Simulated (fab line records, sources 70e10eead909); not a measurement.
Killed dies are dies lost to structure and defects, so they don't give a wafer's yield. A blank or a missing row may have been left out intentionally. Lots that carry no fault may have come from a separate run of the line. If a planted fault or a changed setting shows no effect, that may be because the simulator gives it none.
A lot that was struck, set against a sound lot	flow nandHarc	14 out of 1302 route steps
Sound: the wafers L806.1, L806.2, L806.6. Wafers struck: L814.2, L814.3, L814.6. The cause is named last.
Order at every step that has rows: each side's tool, ch and its chambers, its first start. Under that, the readings that differ: sound wafers	struck wafers	difference of the means	sigmas: that difference in standard deviations of wafers without a fault.
alike: readings with means less than 2 such deviations apart, plus words and numbers identical on both sides. not compared: withheld readings, readings lacking a value on some wafer, bounds such as >300 that could conceal the same value, and numbers that have no deviation in the record and whose values overlap.
The two part at a step that has a row with sigmas, a row that says differs or no value, or rows on one side only. Numbers that have no deviation but don't overlap get no sigmas and don't part them. A reading that every wafer of one side lacks parts them only if that side has two wafers or more.

first, 1 step without rows for these wafers: NHARC_THIN_TSV_HARDBAKE_13 (time 80 s).
NHARC_THIN_TSV_DESCUM_14: chemistry O2, time 3 s.
  sound on rieDiel-07 ch 0,2,3, day 27 00:48; struck on rieDiel-07 ch 1,2,3, day 29 22:44
  alike: drypumpMotorCurrentA, o2FlowSccm, oesProductAu, rfVppV, showerheadPlenumPTorr, throttleValvePct
  not compared: rfHoursCounterH
then, 2 steps without rows for these wafers: NHARC_THIN_TSV_ETCH_44 (etches the open film in CF4/O2, target depth 1594.2 nm, time 797.1 s); NHARC_THIN_TSV_ETCH_15 (target depth 3000 nm, bosch target overetch cycles 2, bosch etch step 2.8 s).
NHARC_THIN_TSV_CD_MEAS_16:
  sound: cdSem-02 at day 27 01:37; struck: cdSem-02 at day 29 23:31
  alike: cdNm
NHARC_THIN_TSV_STRIP_45: strips in O2.
  sound on plasmaAsher-01 ch 0,1, day 27 01:41; struck on plasmaAsher-01 ch 0,1, day 29 23:38
  alike: drypumpMotorCurrentA, heaterPowerW
  not compared: rfHoursCounterH
then, 1 step without rows for these wafers: NHARC_THIN_TSV_STRIP_46 (strips in post etch residue remover, time 1200 s).
NHARC_THIN_TSV_DEP_47: deposits SiO2, target thk 200 nm.
  sound on pecvd-04 ch 0,1,2, day 27 02:32; struck on pecvd-03 ch 1,2, day 30 00:26
  alike: throttleValvePct
then, 1 step without rows for these wafers: NHARC_THIN_TSV_ETCHBACK_48 (etches the open film in C4F8/Ar, target depth 1028.5 nm, time 405.17 s).
NHARC_THIN_TSV_STRIP_62: strips in N2/H2, time 20 s.
  sound on plasmaAsher-02 ch 0,1, day 27 03:15; struck on plasmaAsher-02 ch 0,1, day 30 01:13
  alike: drypumpMotorCurrentA, heaterPowerW
  not compared: rfHoursCounterH
then, 1 step without rows for these wafers: NHARC_THIN_TSV_DEGAS_49 (time 120 s).
NHARC_THIN_TSV_PRE_CLEAN_50: time 30 s.
  sound on pvdSputter-03; struck on pvdSputter-03
  alike: heaterPowerW
NHARC_THIN_TSV_PVD_19: deposits TaN, target thk 20 nm.
  sound: pvdSputter-03 at day 27 03:36; struck: pvdSputter-03 at day 30 01:31
  no value came back on the struck wafers for chamberPressurePa (Pa), throttleValvePct (%); on the sound wafers chamberPressurePa (Pa) reads 4.983 5.000 5.008
then, 1 step without rows for these wafers: NHARC_THIN_TSV_PVD_51 (deposits Cu, target thk 100 nm).

WHERE THEY PART
Only at NHARC_THIN_TSV_PVD_19, as far as this record shows.

WHY: what the simulator had put in
Entire step skipped (pvdSputter-03, NHARC_THIN_TSV_PVD_19), from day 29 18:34 onward. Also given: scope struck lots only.
